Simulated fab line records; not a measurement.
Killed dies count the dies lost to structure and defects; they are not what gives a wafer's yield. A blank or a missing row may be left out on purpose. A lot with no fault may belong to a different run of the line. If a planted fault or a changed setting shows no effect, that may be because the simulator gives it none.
fab line records -- flow nandHarc
record: lots: 6, wafers: 18, lastDay: 34
route steps=1302 shown P_GATE@140 END@1302
lots untouched by any fault: they come from a run of this same line in which no faults occurred
startH: hours from the record's first day to the start of the lot's first wafer shown -- waitH: hours from the lot's prior step to this one -- " repeats the value in the row above -- L1.1+2: several wafers, shown together as one row -- - no value present, or no start provided -- * or withheld: withheld -- < > ~ a bound
route shown NAME@n: NAME is a module with steps in the file, n the number in the route of the first one -- usual: mean/standard deviation taken from wafers without a fault -- same: alike in all rows -- chamber/n: place in a boat -- sites: each site's reading -- _std_site: how widely they spread, as a standard deviation -- _edge_site: the outer-site mean with the inner-site mean subtracted -- radiusMm: how far each site lies from the wafer's centre -- mask NAME#n: copy n -- behind: the most recent tool/chamber to have shaped the wafer -- hold: the reason the lot was held/the length of the hold in hours/how it ended -- device: transistor that didn't switch, given as n, p or np -- end of line: the tests these same wafers got at the end of their route -- where a step has no rows: the recipe by itself -- killed: not the wafer's yield, but the dies lost to structure and defects at the first sort -- map: dies across one wafer; x = killed, . = not, _ = none there
set.NAME: the run value of the setting; set.NAME@STEP: its run value at that earlier step -- model.NAME: the simulator's own value behind a step, which no gauge read
certain route steps with their lots: each step a table, each wafer a row
services: the hour from which a tool's chamber was out of use, counted from the record's first day as startH (under 0 if before that day), plus the number of hours and why
== steps ==
step: NHARC_P_GATE_DEVELOP_25
recipe: developTimeS: 35, devTempC: 23
step: NHARC_P_GATE_CD_MEAS_26
recipe: targetCdNm: 120, landingEnergyEv: 500
usual: cdNm: 119.8/0.53
lot.wafer,tool,chamber,startH,waitH,cdNm
L258.1,cdSem-02,0,104.77,-,119.8
L258.5,cdSem-02,0,104.77,-,120.3
L258.6,cdSem-02,0,104.77,-,119.6
L260.1,cdSem-03,0,116.14,-,119.7
L260.4,cdSem-03,0,116.14,-,119.3
L260.5,cdSem-03,0,116.14,-,120.2
L264.1,cdSem-02,0,154.90,-,119.3
L264.2,cdSem-02,0,154.90,-,119.8
L264.6,cdSem-02,0,154.90,-,120.2
L271.1,cdSem-03,0,239.33,-,119.2
L271.3,cdSem-03,0,239.33,-,119.5
L271.4,cdSem-03,0,239.33,-,119.5
L272.1,cdSem-01,0,239.50,-,119.2
L272.4,cdSem-01,0,239.50,-,119.3
L272.6,cdSem-01,0,239.50,-,119.7
L281.1,cdSem-02,0,323.88,-,120.8
L281.3,cdSem-02,0,323.88,-,120.1
L281.5,cdSem-02,0,323.88,-,120.3
step: NHARC_P_GATE_OVL_MEAS_27
usual: overlayXNm: 0.1/0.95, overlayYNm: -0.3/0.79
lot.wafer,tool,chamber,startH,waitH,overlayXNm,overlayYNm
L258.1,overlay-01,-,104.86,-,2.6,-0.2
L258.5,overlay-01,-,104.86,-,2.2,0.3
L258.6,overlay-01,-,104.86,-,2.4,0.1
L260.1,overlay-01,-,116.22,-,0.9,0.0
L260.4,overlay-01,-,116.22,-,1.0,-1.1
L260.5,overlay-01,-,116.22,-,0.9,-0.3
L264.1,overlay-01,-,155.00,-,-0.1,0.3
L264.2,overlay-01,-,155.00,-,0.8,0.0
L264.6,overlay-01,-,155.00,-,0.5,0.0
L271.1,overlay-01,-,239.42,-,1.5,-1.4
L271.3,overlay-01,-,239.42,-,1.7,-1.6
L271.4,overlay-01,-,239.42,-,1.3,-1.9
L272.1,overlay-02,-,239.59,-,-0.3,-0.1
L272.4,overlay-02,-,239.59,-,-0.7,-0.1
L272.6,overlay-02,-,239.59,-,-1.2,-0.1
L281.1,overlay-01,-,323.96,-,0.1,0.6
L281.3,overlay-01,-,323.96,-,0.5,0.4
L281.5,overlay-01,-,323.96,-,0.6,0.8
step: NHARC_P_GATE_INSPECT_28
usual: rawDefectCount: 5.6/2.8
lot.wafer,tool,chamber,startH,waitH,rawDefectCount
L258.1,defectInspect-01,-,104.89,0.0,6
L258.5,defectInspect-01,-,104.89,0.0,4
L258.6,defectInspect-01,-,104.89,0.0,5
L260.1,defectInspect-01,-,116.26,0.0,1
L260.4,defectInspect-01,-,116.26,0.0,7
L260.5,defectInspect-01,-,116.26,0.0,4
L264.1,defectInspect-02,-,155.04,0.0,9
L264.2,defectInspect-02,-,155.04,0.0,5
L264.6,defectInspect-02,-,155.04,0.0,4
L271.1,defectInspect-02,-,239.46,0.0,4
L271.3,defectInspect-02,-,239.46,0.0,1
L271.4,defectInspect-02,-,239.46,0.0,5
L272.1,defectInspect-01,-,239.63,0.0,7
L272.4,defectInspect-01,-,239.63,0.0,5
L272.6,defectInspect-01,-,239.63,0.0,5
L281.1,defectInspect-01,-,324.00,0.0,5
L281.3,defectInspect-01,-,324.00,0.0,2
L281.5,defectInspect-01,-,324.00,0.0,5
step: NHARC_P_GATE_DESCUM_31
recipe: timeS: 3, o2FlowSccm: 200, arFlowSccm: 0, biasPowerW: 0, chemistry: O2
usual: drypumpMotorCurrentA: 5.7/0.43, oesProductAu: 0.998/0.0079, rfVppV: 57.7/0.97, showerheadPlenumPTorr: 1.92/0.068, throttleValvePct: 11.311/0.0092
lot.wafer,tool,chamber,startH,waitH,drypumpMotorCurrentA,oesProductAu,rfHoursCounterH,rfVppV,showerheadPlenumPTorr,throttleValvePct
L258.1,rieDiel-06,0,104.96,0.1,4.7,0.984,10,57.9,1.87,11.304
L258.5,rieDiel-06,0,104.96,0.1,4.7,0.985,-,57.0,1.87,11.308
L258.6,rieDiel-06,1,104.96,0.1,6.0,0.998,-,58.6,1.95,11.326
L260.1,rieDiel-06,2,116.32,0.1,5.8,1.004,10,57.5,1.96,11.318
L260.4,rieDiel-06,0,116.32,0.1,4.7,0.984,10,57.7,1.87,11.328
L260.5,rieDiel-06,3,116.32,0.1,6.0,1.000,-,58.1,1.99,11.318
L264.1,rieDiel-08,2,155.11,0.1,5.5,1.008,8,57.4,1.83,11.314
L264.2,rieDiel-08,3,155.11,0.1,6.1,0.995,8,58.3,1.93,11.323
L264.6,rieDiel-08,3,155.11,0.1,6.1,0.982,-,57.7,1.93,11.296
L271.1,rieDiel-04,0,239.52,0.1,5.8,1.000,2,57.6,1.82,11.297
L271.4,rieDiel-04,2,239.52,0.1,5.6,0.999,2,57.6,1.98,11.322
L271.3,rieDiel-04,3,239.52,0.1,5.1,1.006,2,58.8,1.99,11.308
L272.4,rieDiel-06,1,239.70,0.1,6.0,1.008,4,60.2,1.95,11.315
L272.1,rieDiel-06,3,239.70,0.1,6.0,1.002,5,58.2,1.99,11.329
L272.6,rieDiel-06,0,239.70,0.1,4.8,0.988,-,56.8,1.87,11.298
L281.3,rieDiel-06,1,324.07,0.1,6.0,1.002,0,57.7,1.95,11.307
L281.1,rieDiel-06,3,324.07,0.1,6.0,1.009,0,58.3,1.99,11.311
L281.5,rieDiel-06,0,324.07,0.1,4.7,0.990,-,55.8,1.87,11.301
step: NHARC_P_GATE_ETCH_104
recipe: targetDepthA: 600, timeS: withheld, cf4FlowSccm: 100, chf3FlowSccm: 30, arFlowSccm: 0, rfW: 500, biasW: 200, chemistry: CF4/CHF3
usual: drypumpMotorCurrentA: 5.7/0.43, oesProductAu: 0.947/0.021, rfVppV: 370.7/1.9, showerheadPlenumPTorr: 1.58/0.052, throttleValvePct: 16.803/0.0092
lot.wafer,tool,chamber,startH,waitH,drypumpMotorCurrentA,oesProductAu,rfVppV,showerheadPlenumPTorr,throttleValvePct
L258.1,rieDiel-06,3,105.05,0.1,6.0,0.931,373.7,1.63,16.809
L258.5,rieDiel-06,1,105.05,0.1,6.1,0.925,371.4,1.60,16.802
L258.6,rieDiel-06,2,105.05,0.1,5.8,0.924,372.3,1.61,16.821
L260.1,rieDiel-06,0,116.41,0.1,4.7,0.972,370.0,1.54,16.800
L260.4,rieDiel-06,3,116.41,0.1,6.0,0.965,374.1,1.63,16.803
L260.5,rieDiel-06,0,116.41,0.1,4.7,0.965,369.9,1.54,16.811
L264.2,rieDiel-08,2,155.20,0.1,5.4,0.961,367.5,1.51,16.798
L264.1,rieDiel-08,3,155.20,0.1,6.1,0.966,370.5,1.59,16.803
L264.6,rieDiel-08,3,155.20,0.1,6.1,0.955,369.8,1.59,16.803
L271.4,rieDiel-04,2,239.60,0.1,5.6,0.953,373.5,1.62,16.786
L271.3,rieDiel-04,0,239.60,0.1,5.8,0.937,366.4,1.50,16.803
L271.1,rieDiel-04,1,239.60,0.1,6.2,0.933,369.4,1.55,16.799
L272.1,rieDiel-06,0,239.78,0.1,4.7,0.915,369.4,1.54,16.816
L272.4,rieDiel-06,2,239.78,0.1,5.8,0.924,371.7,1.61,16.806
L272.6,rieDiel-06,3,239.78,0.1,6.0,0.941,372.4,1.63,16.789
L281.3,rieDiel-06,1,324.15,0.1,6.0,0.954,371.0,1.60,16.809
L281.1,rieDiel-06,2,324.15,0.1,5.8,0.978,371.4,1.61,16.799
L281.5,rieDiel-06,2,324.15,0.1,5.8,0.964,371.9,1.61,16.798
step: NHARC_P_GATE_HM_OPEN_105
recipe: targetDepthA: 3600, o2FlowSccm: 400, cosFlowSccm: 20, arFlowSccm: 0, rfW: 500, biasW: 300, chemistry: O2/COS
usual: drypumpMotorCurrentA: 5.7/0.45, oesProductAu: 0.998/0.007, rfVppV: 467.3/2.4, showerheadPlenumPTorr: 3.13/0.1, throttleValvePct: 28.330/0.0086
lot.wafer,tool,chamber,startH,waitH,drypumpMotorCurrentA,oesProductAu,rfHoursCounterH,rfVppV,showerheadPlenumPTorr,throttleValvePct
L258.1,rieDiel-06,1,-,-,6.0,1.005,8,468.7,3.18,28.323
L258.5,rieDiel-06,2,-,-,5.8,0.988,-,468.5,3.20,28.333
L258.6,rieDiel-06,3,-,-,6.0,1.004,-,470.0,3.24,28.328
L260.4,rieDiel-06,1,-,-,6.0,0.997,9,468.4,3.18,28.339
L260.1,rieDiel-06,2,-,-,5.8,0.999,10,469.1,3.20,28.337
L260.5,rieDiel-06,3,-,-,6.1,1.003,-,470.0,3.24,28.347
L264.1,rieDiel-08,3,-,-,6.1,0.991,8,466.1,3.15,28.325
L264.2,rieDiel-08,1,-,-,5.5,0.993,7,465.1,3.02,28.331
L264.6,rieDiel-08,1,-,-,5.5,0.989,-,463.8,3.02,28.337
L271.4,rieDiel-04,2,-,-,5.6,1.000,2,468.9,3.22,28.332
L271.1,rieDiel-04,3,-,-,5.2,0.988,2,468.8,3.24,28.318
L271.3,rieDiel-04,1,-,-,6.2,0.991,2,465.6,3.08,28.331
L272.1,rieDiel-06,3,-,-,6.0,0.996,5,469.3,3.24,28.321
L272.4,rieDiel-06,0,-,-,4.7,1.005,5,466.2,3.05,28.349
L272.6,rieDiel-06,3,-,-,6.0,1.006,-,469.9,3.24,28.315
L281.1,rieDiel-06,2,-,-,5.8,1.005,0,468.5,3.19,28.316
L281.3,rieDiel-06,3,-,-,6.0,1.004,0,470.3,3.24,28.329
L281.5,rieDiel-06,1,-,-,6.0,0.997,-,467.4,3.17,28.329
step: NHARC_P_GATE_STRIP_106
recipe: o2FlowSccm: 400, cosFlowSccm: 20, arFlowSccm: 0, biasW: 0, chemistry: O2/COS
step: NHARC_P_GATE_ETCH_114
recipe: targetDepthA: 300, overetchA: 30, timeS: 16.5, ionEnergyEv: 100, cf4FlowSccm: 80, o2FlowSccm: 20, arFlowSccm: 0, rfW: 300, biasW: 100, chemistry: CF4/O2
step: NHARC_P_GATE_ETCH_32
recipe: targetDepthA: 1500, overEtchFrac: 1, overEtchIonEnergyEv: 40, timeS: 100.1, hbrFlowSccm: 150, cl2FlowSccm: 50, rfW: 400, icpW: 400, biasW: 100, chemistry: HBr/Cl2
usual: drypumpMotorCurrentA: 5.8/0.37, oesProductAu: 0.999/0.0067, throttleValvePct: 26.406/0.0092
lot.wafer,tool,chamber,startH,waitH,drypumpMotorCurrentA,oesProductAu,rfHoursCounterH,throttleValvePct
L258.1,rieSi-01,2,105.45,-,6.1,1.006,0.45,26.413
L258.6,rieSi-01,0,105.45,-,5.9,1.014,-,26.403
L258.5,rieSi-01,1,105.45,-,5.3,1.004,-,26.412
L260.4,rieSi-04,0,116.82,-,6.3,0.998,0.56,26.394
L260.1,rieSi-04,1,116.82,-,5.9,0.996,0.61,26.404
L260.5,rieSi-04,2,116.82,-,5.2,0.996,-,26.415
L264.1,rieSi-01,3,155.64,-,5.3,0.998,0.74,26.402
L264.2,rieSi-01,0,155.64,-,5.9,1.000,0.85,26.402
L264.6,rieSi-01,2,155.64,-,6.0,0.998,-,26.411
L271.4,rieSi-06,0,239.98,-,5.4,0.997,0.93,26.397
L271.1,rieSi-06,2,239.98,-,5.5,1.000,1.01,26.381
L271.3,rieSi-06,3,239.98,-,5.8,0.982,1.00,26.423
L272.4,rieSi-01,0,240.17,-,5.9,1.012,0.24,26.400
L272.1,rieSi-01,2,240.17,-,6.1,1.009,0.23,26.401
L272.6,rieSi-01,3,240.17,-,5.3,0.999,-,26.409
L281.1,rieSi-01,2,324.64,-,6.1,0.991,0.70,26.410
L281.3,rieSi-01,3,324.64,-,5.3,0.996,0.71,26.416
L281.5,rieSi-01,1,324.64,-,5.3,1.000,-,26.402
step: NHARC_P_GATE_STRIP_108
recipe: o2FlowSccm: 500, arFlowSccm: 0, biasW: 0, chemistry: O2
usual: chamberPressureMTorr: 60.01/0.058, drypumpMotorCurrentA: 5.7/0.42, oesProductAu: 0.997/0.0083, rfVppV: 57.9/0.83, showerheadPlenumPTorr: 3.54/0.12, throttleValvePct: 17.036/0.009
same: biasW: 0
lot.wafer,tool,chamber,startH,waitH,chamberPressureMTorr,drypumpMotorCurrentA,oesProductAu,rfHoursCounterH,rfVppV,showerheadPlenumPTorr,throttleValvePct
L258.1,rieDiel-08,1,105.58,-,59.99,5.5,0.999,4.0,56.8,3.42,17.040
L258.6,rieDiel-08,1,105.58,-,59.94,5.5,0.991,-,57.9,3.42,17.043
L258.5,rieDiel-08,2,105.58,-,60.05,5.5,1.003,-,57.9,3.38,17.040
L260.4,rieDiel-04,0,116.98,-,60.09,5.9,0.999,3.9,56.4,3.38,17.044
L260.1,rieDiel-04,1,116.98,-,59.92,6.2,0.994,4.5,57.8,3.49,17.022
L260.5,rieDiel-04,2,116.98,-,59.94,5.7,0.992,-,58.1,3.64,17.019
L264.1,rieDiel-06,0,155.80,-,59.98,4.7,0.996,0.5,58.6,3.46,17.022
L264.2,rieDiel-06,1,155.80,-,60.07,6.1,1.007,0.5,58.3,3.59,17.039
L264.6,rieDiel-06,0,155.80,-,60.12,4.8,1.007,-,58.7,3.46,17.037
L271.4,rieDiel-08,0,240.14,-,59.93,5.9,0.988,3.3,57.3,3.74,17.051
L271.1,rieDiel-08,2,240.14,-,59.98,5.5,1.001,2.2,57.0,3.38,17.042
L271.3,rieDiel-08,3,240.14,-,59.93,6.1,0.998,3.1,58.2,3.56,17.025
L272.4,rieDiel-06,2,240.34,-,59.98,5.8,1.002,3.6,56.5,3.61,17.040
L272.1,rieDiel-06,3,240.34,-,59.92,6.1,1.007,4.7,58.1,3.66,17.036
L272.6,rieDiel-06,1,240.34,-,60.07,6.0,1.010,-,57.5,3.59,17.039
L281.1,rieDiel-08,3,324.79,-,60.01,6.1,0.998,8.0,58.8,3.56,17.020
L281.3,rieDiel-08,1,324.79,-,60.13,5.5,1.002,7.3,59.2,3.41,17.028
L281.5,rieDiel-08,3,324.79,-,59.95,6.1,1.001,-,56.7,3.56,17.035
step: NHARC_P_GATE_CD_MEAS_33
usual: cdNm: 120.5/1.8
lot.wafer,tool,chamber,startH,waitH,cdNm
L258.1,cdSem-02,-,105.76,-,121.7
L258.5,cdSem-02,-,105.76,-,120.6
L258.6,cdSem-02,-,105.76,-,115.6
L260.1,cdSem-01,-,117.12,-,119.3
L260.4,cdSem-01,-,117.12,-,119.8
L260.5,cdSem-01,-,117.12,-,118.6
L264.1,cdSem-03,-,155.96,-,123.4
L264.2,cdSem-03,-,155.96,-,120.7
L264.6,cdSem-03,-,155.96,-,123.9
L271.1,cdSem-01,-,240.31,-,118.6
L271.3,cdSem-01,-,240.31,-,117.3
L271.4,cdSem-01,-,240.31,-,117.7
L272.1,cdSem-03,-,240.49,-,119.1
L272.4,cdSem-03,-,240.49,-,119.0
L272.6,cdSem-03,-,240.49,-,120.6
L281.1,cdSem-03,-,324.96,-,118.3
L281.3,cdSem-03,-,324.96,-,119.8
L281.5,cdSem-03,-,324.96,-,119.7
step: NHARC_P_GATE_STRIP_35
recipe: timeS: 600, tempC: 130, chemistry: SPM
usual: bathGuardTempC: 130.0/0.45, bathHeatDutyPct: 15.1/1.8
lot.wafer,tool,chamber,startH,waitH,bathGuardTempC,bathHeatDutyPct
L258.6,wetBench-07,4,105.85,0.1,130.2,15.2
L258.5,wetBench-07,5,105.85,0.1,130.0,16.0
L258.1,wetBench-07,7,105.85,0.1,130.1,15.0
L260.5,wetBench-05,2,117.21,0.1,130.3,16.2
L260.1,wetBench-05,3,117.21,0.1,129.1,18.3
L260.4,wetBench-05,4,117.21,0.1,129.8,16.0
L264.1,wetBench-07,1,156.05,0.1,130.1,13.6
L264.6,wetBench-07,2,156.05,0.1,130.2,14.9
L264.2,wetBench-07,5,156.05,0.1,129.9,14.8
L271.1,wetBench-07,1,240.41,0.1,-,-
L271.3,wetBench-07,2,240.41,0.1,-,-
L271.4,wetBench-07,4,240.41,0.1,-,-
L272.1,wetBench-03,1,240.57,0.1,-,-
L272.4,wetBench-03,4,240.57,0.1,-,-
L272.6,wetBench-03,5,240.57,0.1,-,-
L281.3,wetBench-07,5,325.07,0.1,129.8,14.9
L281.5,wetBench-07,6,325.07,0.1,129.5,15.0
L281.1,wetBench-07,7,325.07,0.1,130.1,15.0
step: NHARC_P_GATE_PRECLEAN_73
recipe: timeS: *, tempC: 50, bathAgeMin: 0, chemistry: SC1
step: NHARC_END_SORT_01
recipe: tempC: 25
usual: killedAtArray: 56/21, killedAtOther: 1.2/1.6, killedAtPeriphery: 3.7/2.5, killedDies: 61/21, killedOpen: 3.1/1.8, killedShort: 2.8/1.7
same: grossDies: 677
lot.wafer,tool,chamber,startH,waitH,killedAtArray,killedAtOther,killedAtPeriphery,killedDies,killedOpen,killedShort
L258.1,prober-02,0,574.91,2.5,47,2,1,50,0,2
L258.5,prober-02,0,578.09,3.7,40,1,2,43,2,2
L258.6,prober-02,0,578.89,4.0,51,2,3,56,6,2
L264.1,prober-02,0,600.77,2.5,66,0,2,68,2,3
L264.2,prober-02,0,601.54,2.7,60,0,2,62,4,1
L264.6,prober-02,0,604.62,3.9,72,2,2,76,4,2
L271.1,prober-02,0,690.40,2.5,23,1,1,25,1,4
L271.3,prober-02,0,691.96,3.1,17,0,2,19,2,5
L271.4,prober-02,0,692.75,3.4,21,0,0,21,2,5
L272.1,prober-02,0,698.12,2.5,79,1,0,80,3,2
L272.4,prober-02,0,700.53,3.4,98,1,6,105,5,2
L272.6,prober-02,0,702.14,4.0,107,0,1,108,1,3
L281.1,prober-01,0,805.01,2.5,17,0,3,20,3,1
L281.3,prober-01,0,806.62,3.1,22,3,6,31,3,2
L281.5,prober-01,0,808.23,3.7,21,1,3,25,3,5
killed by level:class
L258.1 A_CHANNEL_HOLE_D2:chamberFilmFlake=38 A_CHANNEL_FILL_D2:chamberFilmFlake=2 THIN_TSV:chamberFilmFlake=2 A_CHANNEL_FILL_D1:geometricParticle:short=1 A_SGD_CUT:geometricParticle:short=1 P_M0:chamberFilmFlake=1 A_CHANNEL_FILL_D1:chamberFilmFlake=1 A_SLIT:chamberFilmFlake=1
L258.5 A_CHANNEL_HOLE_D2:chamberFilmFlake=26 A_CHANNEL_HOLE_D1:chamberFilmFlake=2 A_STAIRCASE:chamberFilmFlake=2 A_CONTACT:chamberFilmFlake=2 P_CONTACT:geometricParticle:open=1 P_CONTACT:geometricParticle:short=1 A_ONON_D1:geometricParticle:open=1 A_CHANNEL_FILL_D2:geometricParticle:short=1
L258.6 A_CHANNEL_HOLE_D2:chamberFilmFlake=31 A_CHANNEL_HOLE_D1:chamberFilmFlake=7 A_CONTACT:chamberFilmFlake=4 P_M0:geometricParticle:open=2 A_CHANNEL_FILL_D2:chamberFilmFlake=2 A_CHANNEL_FILL_D2:geometricParticle:open=1 A_WL_FILL:geometricParticle:open=1 A_WL_FILL:geometricParticle:short=1
L264.1 A_CHANNEL_HOLE_D2:chamberFilmFlake=30 A_SLIT:chamberFilmFlake=21 A_SOURCE_PLATE:geometricParticle:short=2 A_CHANNEL_HOLE_D1:chamberFilmFlake=2 A_CHANNEL_FILL_D2:chamberFilmFlake=2 A_STAIRCASE:chamberFilmFlake=2 A_CONTACT:chamberFilmFlake=2 A_M0:chamberFilmFlake=2
L264.2 A_SLIT:chamberFilmFlake=28 A_CHANNEL_HOLE_D2:chamberFilmFlake=23 A_CHANNEL_HOLE_D1:chamberFilmFlake=2 A_STAIRCASE:chamberFilmFlake=2 P_CONTACT:geometricParticle:open=1 A_ONON_D1:geometricParticle:open=1 A_CHANNEL_HOLE_D1:geometricParticle:open=1 A_DECK1_JOINT:geometricParticle:open=1
L264.6 A_CHANNEL_HOLE_D2:chamberFilmFlake=36 A_SLIT:chamberFilmFlake=23 A_CONTACT:chamberFilmFlake=3 A_STAIRCASE:chamberFilmFlake=2 A_M0:chamberFilmFlake=2 P_GATE:geometricParticle:short=1 P_M2:geometricParticle:short=1 A_CHANNEL_HOLE_D1:geometricParticle:open=1
L271.1 A_CHANNEL_HOLE_D1:chamberFilmFlake=10 A_SLIT:chamberFilmFlake=5 A_WL_FILL:chamberFilmFlake=3 P_CONTACT:geometricParticle:short=1 A_CHANNEL_FILL_D1:geometricParticle:short=1 A_CHANNEL_FILL_D2:geometricParticle:open=1 A_SLIT:geometricParticle:short=1 A_CONTACT:geometricParticle:short=1
L271.3 A_CHANNEL_HOLE_D1:chamberFilmFlake=7 A_SLIT:chamberFilmFlake=3 A_ONON_D2:geometricParticle:open=2 P_STI:geometricParticle:short=1 P_GATE:geometricParticle:short=1 A_CHANNEL_FILL_D1:geometricParticle:short=1 A_DECK1_JOINT:geometricParticle:short=1 A_ONON_D2:geometricParticle:short=1
L271.4 A_CHANNEL_HOLE_D1:chamberFilmFlake=5 A_CONTACT:chamberFilmFlake=4 A_M0:geometricParticle:short=2 A_SLIT:chamberFilmFlake=2 A_WL_FILL:chamberFilmFlake=2 A_CHANNEL_FILL_D1:geometricParticle:short=1 A_CHANNEL_FILL_D1:geometricParticle:open=1 A_CHANNEL_FILL_D2:geometricParticle:short=1
L272.1 A_CHANNEL_HOLE_D1:chamberFilmFlake=33 A_SLIT:chamberFilmFlake=17 A_CHANNEL_HOLE_D2:chamberFilmFlake=12 A_SGD_CUT:chamberFilmFlake=5 A_CONTACT:chamberFilmFlake=3 A_STAIRCASE:chamberFilmFlake=2 A_ONON_D1:geometricParticle:short=1 A_DECK1_JOINT:geometricParticle:short=1
L272.4 A_CHANNEL_HOLE_D1:chamberFilmFlake=37 A_SLIT:chamberFilmFlake=26 A_CHANNEL_HOLE_D2:chamberFilmFlake=23 A_SGD_CUT:chamberFilmFlake=4 A_CHANNEL_FILL_D1:chamberFilmFlake=2 A_STAIRCASE:chamberFilmFlake=2 P_GATE:geometricParticle:open=1 P_M0:geometricParticle:open=1
L272.6 A_CHANNEL_HOLE_D1:chamberFilmFlake=35 A_SLIT:chamberFilmFlake=31 A_CHANNEL_HOLE_D2:chamberFilmFlake=28 A_SGD_CUT:chamberFilmFlake=5 A_CONTACT:chamberFilmFlake=2 A_ONON_D1:geometricParticle:short=1 A_CHANNEL_HOLE_D1:geometricParticle:short=1 A_WL_FILL:geometricParticle:short=1
L281.1 A_SLIT:chamberFilmFlake=8 A_CHANNEL_HOLE_D2:chamberFilmFlake=2 A_STAIRCASE:chamberFilmFlake=2 A_CONTACT:chamberFilmFlake=2 P_CONTACT:geometricParticle:short=1 P_M1:geometricParticle:open=1 A_SOURCE_PLATE:geometricParticle:open=1 A_M0:geometricParticle:open=1
L281.3 A_SLIT:chamberFilmFlake=10 P_GATE:chamberFilmFlake=5 A_CONTACT:chamberFilmFlake=5 THIN_TSV:chamberFilmFlake=3 A_STAIRCASE:chamberFilmFlake=2 P_CONTACT:geometricParticle:open=1 A_CHANNEL_FILL_D1:geometricParticle:short=1 A_DECK1_JOINT:geometricParticle:short=1
L281.5 A_SLIT:chamberFilmFlake=8 A_CONTACT:chamberFilmFlake=3 A_WL_FILL:geometricParticle:short=2 A_CHANNEL_HOLE_D1:chamberFilmFlake=2 P_STI:geometricParticle:short=1 P_CONTACT:geometricParticle:open=1 A_SOURCE_PLATE:geometricParticle:short=1 A_SOURCE_PLATE:geometricParticle:open=1
== services ==
tool,chamber,startH,hours,kind
wetBench-05,-,84.80,8.0,pm
rieSi-04,0,88.99,14.0,repair
rieSi-01,3,109.82,2.3,repair
rieSi-04,1,126.56,6.7,repair
rieDiel-06,-,130.20,9.0,pm
rieDiel-08,0,147.02,23.0,repair
wetBench-07,-,160.00,8.0,pm
rieDiel-04,-,164.10,0.3,repair
rieDiel-06,2,166.11,20.1,repair
rieSi-01,-,167.33,0.8,repair
rieDiel-08,3,175.05,12.2,repair
rieDiel-04,-,177.90,9.0,pm
rieDiel-08,2,180.09,9.1,repair
rieDiel-06,1,185.32,13.0,repair
rieDiel-08,-,191.47,9.0,pm
rieSi-01,-,193.02,9.0,pm
rieDiel-04,0,206.37,1.6,repair
rieDiel-04,3,218.29,5.2,repair
rieSi-01,3,227.84,1.4,repair
rieDiel-04,-,231.93,2.4,repair
rieDiel-08,1,248.51,4.1,repair
rieSi-01,1,255.22,9.4,repair
rieDiel-06,1,294.07,1.2,repair
rieDiel-06,-,307.20,9.0,pm
== key ==
firstSign: step: NHARC_P_GATE_STRIP_35, reading: toolRecord, direction: missing
effect none on later readings
metAt NHARC_P_GATE_STRIP_35
struckWafers L271.1,L271.3,L271.4,L272.1,L272.4,L272.6
testerLeftOut L271,L272
onsetBetween 156.05 240.41
fault: kind: skippedStepWhole, tool: wetBench-03,wetBench-07, chamber: -, onsetH: 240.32, steps: NHARC_P_GATE_STRIP_35, scope: struckLotsOnly
testerLeftOut: of these lots the tester's yield and bins aren't shown, on N5 and GAA mostly nor the transistor test; their killed dies are dies lost to structure and defects alone, not to doping, threshold or leakage, so they don't give the yield
